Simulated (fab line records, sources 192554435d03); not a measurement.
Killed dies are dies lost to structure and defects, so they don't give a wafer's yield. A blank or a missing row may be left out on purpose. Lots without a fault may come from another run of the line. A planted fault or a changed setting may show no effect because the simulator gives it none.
A struck lot beside a sound one | flow n5_finfet | 19 steps out of a route of 1938
Sound: wafers L354.2, L354.4, L354.6. Struck: wafers L365.1, L365.2, L365.4. The cause comes at the end.
At each step with rows: each side's tool, then ch and its chambers, then its first start. Under that, the readings that differ: sound wafers | struck wafers | difference of the means | sigmas: that difference in standard deviations of wafers without a fault.
alike: readings whose means differ by less than 2 such deviations, and words and numbers that are the same on both sides. not compared: withheld readings, readings that some wafer has no value for, bounds like >300 that may hide the same value, and numbers for which the record gives no deviation and whose values overlap.
The two part at a step that has a row with sigmas, a row that says differs or no value, or rows on one side only. Numbers that don't overlap but have no deviation are shown without sigmas and don't part them. A reading that every wafer of one side lacks parts them only if that side has two wafers or more.

N5_PASSIVATION_STRIP_14: strips in O2.
  sound on rie_diel-03 ch 1,2, day 13 21:58; struck on rie_diel-05 ch 1,3, day 16 07:50
  alike: drypump_motor_current_A, oes_product_au, rf_vpp_V, showerhead_plenum_p_Torr, throttle_valve_pct
  not compared: rf_hours_counter_h
N5_PASSIVATION_ETCH_15: etches SiCN in CF4/N2, target depth 75 nm, time 81.2 s.
  sound on rie_diel-03 ch 1,2; struck on rie_diel-05 ch 1,3
  reading                         | sound          | struck         | difference | sigmas
  showerhead_plenum_p_Torr (Torr) | 2.18 2.18 2.14 | 2.31 2.27 2.27 | +0.12      | +2
  alike: drypump_motor_current_A, mfc_ar_sccm, n2_flow_sccm, oes_product_au, rf_vpp_V, throttle_valve_pct
  not compared: rf_hours_counter_h
then, 2 steps without rows for these wafers: N5_PASSIVATION_STRIP_73 (strips in post etch residue remover, time 60 s); N5_PASSIVATION_SRD_17 (time 30 s, dry time 30 s).
N5_PASSIVATION_DEGAS_18: time 60 s.
  sound on pvd_sputter-01, day 13 22:14; struck on pvd_sputter-02, day 16 08:40
  alike: heater_power_w
N5_PASSIVATION_PRE_CLEAN_19:
  sound on pvd_sputter-01, day 13 22:17; struck on pvd_sputter-02, day 16 08:43
  alike: heater_power_w
then, 1 step without rows for these wafers: N5_PASSIVATION_SPUTTER_20 (material TaN, target thk 50 nm).
N5_PASSIVATION_AL_DEP_21: deposits Al, target thk 2800 nm, time 170 s.
  sound on pvd_sputter-01, day 13 22:25; struck on pvd_sputter-02, day 16 08:51
  alike: throttle_valve_pct
then, 4 steps without rows for these wafers: N5_PASSIVATION_HMDS_23 (time 60 s); N5_PASSIVATION_COAT_24; N5_PASSIVATION_EBR_26; N5_PASSIVATION_SOFTBAKE_25 (time 90 s).
N5_PASSIVATION_EXPOSE_27: exposes mask PAD, defocus 0 nm.
  sound on krf_scanner-02 ch 0, day 13 22:43; struck on krf_scanner-01 ch 0, day 16 09:16
  reading                             | sound    | struck            | difference | sigmas
  model.PASSIVATION.overlay_x_nm (nm) | -5 -5 -5 | 579.8 579.8 579.8 | +584.8     |
  alike: mask, stage_vel_mm_s
then, 3 steps without rows for these wafers: N5_PASSIVATION_PEB_28; N5_PASSIVATION_DEVELOP_29 (develop time 60 s); N5_PASSIVATION_HARDBAKE_31 (time 120 s).
N5_PASSIVATION_CD_MEAS_30: target cd 4000 nm.
  sound on cd_sem-03 ch 0, day 13 22:53; struck on cd_sem-02 ch 0, day 16 09:27
  alike: cd_nm
N5_PASSIVATION_OVL_MEAS_63:
  sound on overlay-01 ch 0, day 13 22:55; struck on overlay-02 ch 0, day 16 09:29
  reading      | sound     | struck      | difference | sigmas
  PAD_OVL (nm) | -8 -4 -10 | 576 582 576 | +585       | +99 or more
N5_PASSIVATION_INSPECT_64: inspects for defects (macro).
  sound on defect_inspect-02, day 13 22:56; struck on defect_inspect-02, day 16 09:31
  alike: raw_defect_count

WHERE THEY PART
First at N5_PASSIVATION_ETCH_15; last, within this record, at N5_PASSIVATION_OVL_MEAS_63. Later steps at which nothing parts them and some readings are alike: N5_PASSIVATION_INSPECT_64.

WHY: what the simulator had put in
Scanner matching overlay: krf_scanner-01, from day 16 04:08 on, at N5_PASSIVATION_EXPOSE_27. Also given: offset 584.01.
